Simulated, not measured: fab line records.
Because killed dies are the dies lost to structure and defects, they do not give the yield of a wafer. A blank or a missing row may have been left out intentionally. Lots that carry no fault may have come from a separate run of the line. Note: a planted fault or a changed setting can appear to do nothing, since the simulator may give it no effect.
Chamber matching | flow nand-harc | rie-diel-01 running NHARC_P_ZERO_WELL_DESCUM_26: 4 sister chambers
The step chemistry O2, time 3 s. 4 wafers are shown with their chamber, then 9 later ones without.

## EACH WAFER AND ITS CHAMBER
wafer  | chamber | drypump-motor-current-A (A)
L080.5 | 1       | 4.8
L082.1 | 2       | 5.7
L084.1 | 0       | 4.9
L084.4 | 3       | 5.3

## WAFERS WITH NO CHAMBER GIVEN
wafer  | drypump-motor-current-A (A)
L085.1 | 4.8
L085.2 | 5.3
L085.3 | 4.9
L086.2 | 5.3
L086.3 | 4.8
L086.5 | 5.7
L092.3 | 5.0
L092.5 | 5.3
L092.6 | 4.9

## EACH ONE'S CHAMBER
wafer  | from the rows above | in truth
L085.1 | 1                   | 1
L085.2 | 3                   | 3
L085.3 | 0                   | 0
L086.2 | 3                   | 3
L086.3 | 1                   | 1
L086.5 | 2                   | 2
L092.3 | 0                   | 0
L092.5 | 3                   | 3
L092.6 | 0                   | 0
9 of 9 placed correctly. Left unplaced by these rows: 0. Wrongly placed: 0.
How it was worked out, from the rows above alone: a wafer's distance from a chamber is the root of the sum, over the readings, of the square of ((its reading less the chamber's mean) divided by the reading's scatter). If the next closest chamber is less than 2 further off than the closest, the wafer can't be placed; otherwise it belongs to the closest. Each chamber's mean is taken over the wafers shown for it. The scatter: root of mean squared gap, hidden wafer to nearest shown wafer, with one shown wafer a chamber.
